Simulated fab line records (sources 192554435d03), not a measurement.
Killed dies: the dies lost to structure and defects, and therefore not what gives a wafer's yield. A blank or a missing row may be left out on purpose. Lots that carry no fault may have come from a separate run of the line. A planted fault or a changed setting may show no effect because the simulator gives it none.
Split-lot study || flow n5_finfet || 7 lots, 39 wafers read, on a route of 1938 steps

## ABOUT THE SPLIT
At N5_SPACER0_ALD_07 (deposits SiNx, target thk 2 nm), the setting target_thk_a was moved away from the recipe's 20 angstrom on 15 of the 39 wafers read, by -7.6% to +15.7%. This setting was run at the recipe's value on the other wafers.

The reading is taken at the split's own step.

## THE READING
SiNx_of_SPACER0_ALD_07.thk_nm (the simulator's own value, which no gauge read), in nm, at N5_SPACER0_ALD_07 (deposits SiNx, target thk 2 nm). No usual value for it is given in the file.

{"wafer": "L078.1", "tool, chamber at the split": "ald_sin-02, 2,1,0", "target_thk_a as run, angstrom": 20, "against the recipe": "recipe", "SiNx_of_SPACER0_ALD_07.thk_nm, nm": 2, "against lot-mates on the recipe": "-"}
{"wafer": "L078.3", "tool, chamber at the split": "ald_sin-02, 2,1,0", "target_thk_a as run, angstrom": 20, "against the recipe": "recipe", "SiNx_of_SPACER0_ALD_07.thk_nm, nm": 2, "against lot-mates on the recipe": "-"}
{"wafer": "L078.4", "tool, chamber at the split": "ald_sin-02, 2,1,0", "target_thk_a as run, angstrom": 20, "against the recipe": "recipe", "SiNx_of_SPACER0_ALD_07.thk_nm, nm": 2, "against lot-mates on the recipe": "-"}
{"wafer": "L078.2", "tool, chamber at the split": "ald_sin-02, 3,3,2", "target_thk_a as run, angstrom": 21.87, "against the recipe": "+9.4%", "SiNx_of_SPACER0_ALD_07.thk_nm, nm": 2.2, "against lot-mates on the recipe": "+0.2"}
{"wafer": "L078.5", "tool, chamber at the split": "ald_sin-02, 3,3,2", "target_thk_a as run, angstrom": 21.87, "against the recipe": "+9.4%", "SiNx_of_SPACER0_ALD_07.thk_nm, nm": 2.2, "against lot-mates on the recipe": "+0.2"}
{"wafer": "L078.6", "tool, chamber at the split": "ald_sin-02, 3,3,2", "target_thk_a as run, angstrom": 21.87, "against the recipe": "+9.4%", "SiNx_of_SPACER0_ALD_07.thk_nm, nm": 2.2, "against lot-mates on the recipe": "+0.2"}
{"wafer": "L079.1", "tool, chamber at the split": "ald_sin-04, 2,0,0", "target_thk_a as run, angstrom": 20, "against the recipe": "recipe", "SiNx_of_SPACER0_ALD_07.thk_nm, nm": 2, "against lot-mates on the recipe": "-"}
{"wafer": "L079.3", "tool, chamber at the split": "ald_sin-04, 2,0,0", "target_thk_a as run, angstrom": 20, "against the recipe": "recipe", "SiNx_of_SPACER0_ALD_07.thk_nm, nm": 2, "against lot-mates on the recipe": "-"}
{"wafer": "L079.6", "tool, chamber at the split": "ald_sin-04, 2,0,0", "target_thk_a as run, angstrom": 20, "against the recipe": "recipe", "SiNx_of_SPACER0_ALD_07.thk_nm, nm": 2, "against lot-mates on the recipe": "-"}
{"wafer": "L079.2", "tool, chamber at the split": "ald_sin-04, 3,1,3", "target_thk_a as run, angstrom": 22.26, "against the recipe": "+11.3%", "SiNx_of_SPACER0_ALD_07.thk_nm, nm": 2.2, "against lot-mates on the recipe": "+0.2"}
{"wafer": "L079.4", "tool, chamber at the split": "ald_sin-04, 3,1,3", "target_thk_a as run, angstrom": 22.26, "against the recipe": "+11.3%", "SiNx_of_SPACER0_ALD_07.thk_nm, nm": 2.2, "against lot-mates on the recipe": "+0.2"}
{"wafer": "L079.5", "tool, chamber at the split": "ald_sin-04, 3,1,3", "target_thk_a as run, angstrom": 22.26, "against the recipe": "+11.3%", "SiNx_of_SPACER0_ALD_07.thk_nm, nm": 2.2, "against lot-mates on the recipe": "+0.2"}
{"wafer": "L080.1", "tool, chamber at the split": "ald_sin-02, 0,2,3", "target_thk_a as run, angstrom": 19.12, "against the recipe": "-4.4%", "SiNx_of_SPACER0_ALD_07.thk_nm, nm": 2, "against lot-mates on the recipe": "+0.0"}
{"wafer": "L080.5", "tool, chamber at the split": "ald_sin-02, 0,2,3", "target_thk_a as run, angstrom": 19.12, "against the recipe": "-4.4%", "SiNx_of_SPACER0_ALD_07.thk_nm, nm": 2, "against lot-mates on the recipe": "+0.0"}
{"wafer": "L080.6", "tool, chamber at the split": "ald_sin-02, 0,2,3", "target_thk_a as run, angstrom": 19.12, "against the recipe": "-4.4%", "SiNx_of_SPACER0_ALD_07.thk_nm, nm": 2, "against lot-mates on the recipe": "+0.0"}
{"wafer": "L080.2", "tool, chamber at the split": "ald_sin-02, 1,3,2", "target_thk_a as run, angstrom": 20, "against the recipe": "recipe", "SiNx_of_SPACER0_ALD_07.thk_nm, nm": 2, "against lot-mates on the recipe": "-"}
{"wafer": "L080.3", "tool, chamber at the split": "ald_sin-02, 1,3,2", "target_thk_a as run, angstrom": 20, "against the recipe": "recipe", "SiNx_of_SPACER0_ALD_07.thk_nm, nm": 2, "against lot-mates on the recipe": "-"}
{"wafer": "L080.4", "tool, chamber at the split": "ald_sin-02, 1,3,2", "target_thk_a as run, angstrom": 20, "against the recipe": "recipe", "SiNx_of_SPACER0_ALD_07.thk_nm, nm": 2, "against lot-mates on the recipe": "-"}
{"wafer": "L082.3", "tool, chamber at the split": "ald_sin-03, 2,3,0", "target_thk_a as run, angstrom": 20, "against the recipe": "recipe", "SiNx_of_SPACER0_ALD_07.thk_nm, nm": 2, "against lot-mates on the recipe": "-"}
{"wafer": "L082.4", "tool, chamber at the split": "ald_sin-03, 2,3,0", "target_thk_a as run, angstrom": 20, "against the recipe": "recipe", "SiNx_of_SPACER0_ALD_07.thk_nm, nm": 2, "against lot-mates on the recipe": "-"}
{"wafer": "L082.5", "tool, chamber at the split": "ald_sin-03, 2,3,0", "target_thk_a as run, angstrom": 20, "against the recipe": "recipe", "SiNx_of_SPACER0_ALD_07.thk_nm, nm": 2, "against lot-mates on the recipe": "-"}
{"wafer": "L086.1", "tool, chamber at the split": "ald_sin-02, 3,1,0,2,0,3", "target_thk_a as run, angstrom": 20, "against the recipe": "recipe", "SiNx_of_SPACER0_ALD_07.thk_nm, nm": 2, "against lot-mates on the recipe": "-"}
{"wafer": "L086.2", "tool, chamber at the split": "ald_sin-02, 3,1,0,2,0,3", "target_thk_a as run, angstrom": 20, "against the recipe": "recipe", "SiNx_of_SPACER0_ALD_07.thk_nm, nm": 2, "against lot-mates on the recipe": "-"}
{"wafer": "L086.3", "tool, chamber at the split": "ald_sin-02, 3,1,0,2,0,3", "target_thk_a as run, angstrom": 20, "against the recipe": "recipe", "SiNx_of_SPACER0_ALD_07.thk_nm, nm": 2, "against lot-mates on the recipe": "-"}
{"wafer": "L086.4", "tool, chamber at the split": "ald_sin-02, 3,1,0,2,0,3", "target_thk_a as run, angstrom": 20, "against the recipe": "recipe", "SiNx_of_SPACER0_ALD_07.thk_nm, nm": 2, "against lot-mates on the recipe": "-"}
{"wafer": "L086.5", "tool, chamber at the split": "ald_sin-02, 3,1,0,2,0,3", "target_thk_a as run, angstrom": 20, "against the recipe": "recipe", "SiNx_of_SPACER0_ALD_07.thk_nm, nm": 2, "against lot-mates on the recipe": "-"}
{"wafer": "L086.6", "tool, chamber at the split": "ald_sin-02, 3,1,0,2,0,3", "target_thk_a as run, angstrom": 20, "against the recipe": "recipe", "SiNx_of_SPACER0_ALD_07.thk_nm, nm": 2, "against lot-mates on the recipe": "-"}
{"wafer": "L088.1", "tool, chamber at the split": "ald_sin-02, 0,2,0", "target_thk_a as run, angstrom": 20, "against the recipe": "recipe", "SiNx_of_SPACER0_ALD_07.thk_nm, nm": 2, "against lot-mates on the recipe": "-"}
{"wafer": "L088.3", "tool, chamber at the split": "ald_sin-02, 0,2,0", "target_thk_a as run, angstrom": 20, "against the recipe": "recipe", "SiNx_of_SPACER0_ALD_07.thk_nm, nm": 2, "against lot-mates on the recipe": "-"}
{"wafer": "L088.5", "tool, chamber at the split": "ald_sin-02, 0,2,0", "target_thk_a as run, angstrom": 20, "against the recipe": "recipe", "SiNx_of_SPACER0_ALD_07.thk_nm, nm": 2, "against lot-mates on the recipe": "-"}
{"wafer": "L088.2", "tool, chamber at the split": "ald_sin-02, 3,1,3", "target_thk_a as run, angstrom": 18.49, "against the recipe": "-7.6%", "SiNx_of_SPACER0_ALD_07.thk_nm, nm": 1.8, "against lot-mates on the recipe": -0.2}
{"wafer": "L088.4", "tool, chamber at the split": "ald_sin-02, 3,1,3", "target_thk_a as run, angstrom": 18.49, "against the recipe": "-7.6%", "SiNx_of_SPACER0_ALD_07.thk_nm, nm": 1.8, "against lot-mates on the recipe": -0.2}
{"wafer": "L088.6", "tool, chamber at the split": "ald_sin-02, 3,1,3", "target_thk_a as run, angstrom": 18.49, "against the recipe": "-7.6%", "SiNx_of_SPACER0_ALD_07.thk_nm, nm": 1.8, "against lot-mates on the recipe": -0.2}
{"wafer": "L091.1", "tool, chamber at the split": "ald_sin-04, 1,3,0", "target_thk_a as run, angstrom": 23.14, "against the recipe": "+15.7%", "SiNx_of_SPACER0_ALD_07.thk_nm, nm": 2.4, "against lot-mates on the recipe": "+0.4"}
{"wafer": "L091.2", "tool, chamber at the split": "ald_sin-04, 1,3,0", "target_thk_a as run, angstrom": 23.14, "against the recipe": "+15.7%", "SiNx_of_SPACER0_ALD_07.thk_nm, nm": 2.4, "against lot-mates on the recipe": "+0.4"}
{"wafer": "L091.5", "tool, chamber at the split": "ald_sin-04, 1,3,0", "target_thk_a as run, angstrom": 23.14, "against the recipe": "+15.7%", "SiNx_of_SPACER0_ALD_07.thk_nm, nm": 2.4, "against lot-mates on the recipe": "+0.4"}
{"wafer": "L091.3", "tool, chamber at the split": "ald_sin-04, 0,2,1", "target_thk_a as run, angstrom": 20, "against the recipe": "recipe", "SiNx_of_SPACER0_ALD_07.thk_nm, nm": 2, "against lot-mates on the recipe": "-"}
{"wafer": "L091.4", "tool, chamber at the split": "ald_sin-04, 0,2,1", "target_thk_a as run, angstrom": 20, "against the recipe": "recipe", "SiNx_of_SPACER0_ALD_07.thk_nm, nm": 2, "against lot-mates on the recipe": "-"}
{"wafer": "L091.6", "tool, chamber at the split": "ald_sin-04, 0,2,1", "target_thk_a as run, angstrom": 20, "against the recipe": "recipe", "SiNx_of_SPACER0_ALD_07.thk_nm, nm": 2, "against lot-mates on the recipe": "-"}
Where a row lists several chambers, the file gives one row for several wafers and doesn't say which wafer went through which chamber.

THE FIT
A straight line over all 39 wafers: SiNx_of_SPACER0_ALD_07.thk_nm changes by +0.0219 nm for each +1% of target_thk_a; r = +0.97; the points scatter about the line by 0.036 nm.
The same after taking each lot's own level away (the mean of its wafers on the recipe; 39 wafers): +0.0219 nm for each +1%; r = +0.97; scatter 0.036 nm.
On that fit, the largest move of target_thk_a shifts the reading by 0.34 nm.
The lots' own levels span 2.00 to 2.00 nm.
So the lot-to-lot level changes the slope little: the two slopes agree.
Check: +0.34 nm against its lot-mates is what the line predicts for one of the wafers moved furthest among these (+15.7%) when that wafer is left out of the fit. Against them it came out at +0.4 nm.

## THE OTHER SPLITS THESE WAFERS WENT THROUGH
Other splits were also applied to these wafers ahead of the reading. Each is held against what the fit with the lots' levels taken away leaves over:
{"other split on the same wafers": "N5_WELL_APT_IMPLANT_14 energy_kev", "wafers away from the commonest value": 12, "r with SiNx_of_SPACER0_ALD_07.thk_nm (lot level and that fit taken away)": -0.18}

## FILE'S OWN FIT
SiNx_of_SPACER0_ALD_07.thk_nm changes by +0.0222 nm for each +1% of target_thk_a, r = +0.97.
